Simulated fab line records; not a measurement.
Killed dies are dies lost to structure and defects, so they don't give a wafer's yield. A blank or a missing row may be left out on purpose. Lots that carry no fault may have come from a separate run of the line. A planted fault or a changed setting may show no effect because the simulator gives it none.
Matching of chambers || flow nand harc || pecvd-04 running NHARC_A_CHANNEL_HOLE_D1_DEP_01: 3 sister chambers
The step deposits SiON, target thk 140 nm. 3 wafers are shown with their chamber, then 8 later ones without.

## WAFERS PAIRED WITH THEIR CHAMBERS
{"wafer": "L088.3", "chamber": 1, "heater power w (W)": 517}
{"wafer": "L088.6", "chamber": 0, "heater power w (W)": 536}
{"wafer": "L094.1", "chamber": 2, "heater power w (W)": 813}

## WAFERS WITH NO CHAMBER GIVEN
{"wafer": "L094.3", "heater power w (W)": 613}
{"wafer": "L094.4", "heater power w (W)": 809}
{"wafer": "L095.1", "heater power w (W)": 619}
{"wafer": "L095.4", "heater power w (W)": 784}
{"wafer": "L095.5", "heater power w (W)": 556}
{"wafer": "L097.2", "heater power w (W)": 576}
{"wafer": "L097.4", "heater power w (W)": 737}
{"wafer": "L097.5", "heater power w (W)": 589}

## WHICH CHAMBER EACH WENT THROUGH
{"wafer": "L094.3", "from the rows above": "can't be placed: 0 or 1", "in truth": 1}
{"wafer": "L094.4", "from the rows above": 2, "in truth": 2}
{"wafer": "L095.1", "from the rows above": "can't be placed: 0 or 1", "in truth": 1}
{"wafer": "L095.4", "from the rows above": 2, "in truth": 2}
{"wafer": "L095.5", "from the rows above": "can't be placed: 0 or 1", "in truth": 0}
{"wafer": "L097.2", "from the rows above": "can't be placed: 0 or 1", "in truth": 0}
{"wafer": "L097.4", "from the rows above": 2, "in truth": 2}
{"wafer": "L097.5", "from the rows above": "can't be placed: 0 or 1", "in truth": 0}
3 of 8 placed correctly. From these rows, 5 cannot be placed; in 5 the true chamber is one of the candidates. 0 placed wrongly.
How it was worked out, from the rows above alone: a wafer's distance from a chamber is the root of the sum, over the readings, of the square of ((its reading less the chamber's mean) divided by the reading's scatter). The wafer belongs to the nearest chamber; if the next one is less than 2 further off, it can't be placed. For every chamber, the mean is computed from those of its wafers that are shown. The scatter: root of mean squared gap, hidden wafer to nearest shown wafer, with one shown wafer a chamber.
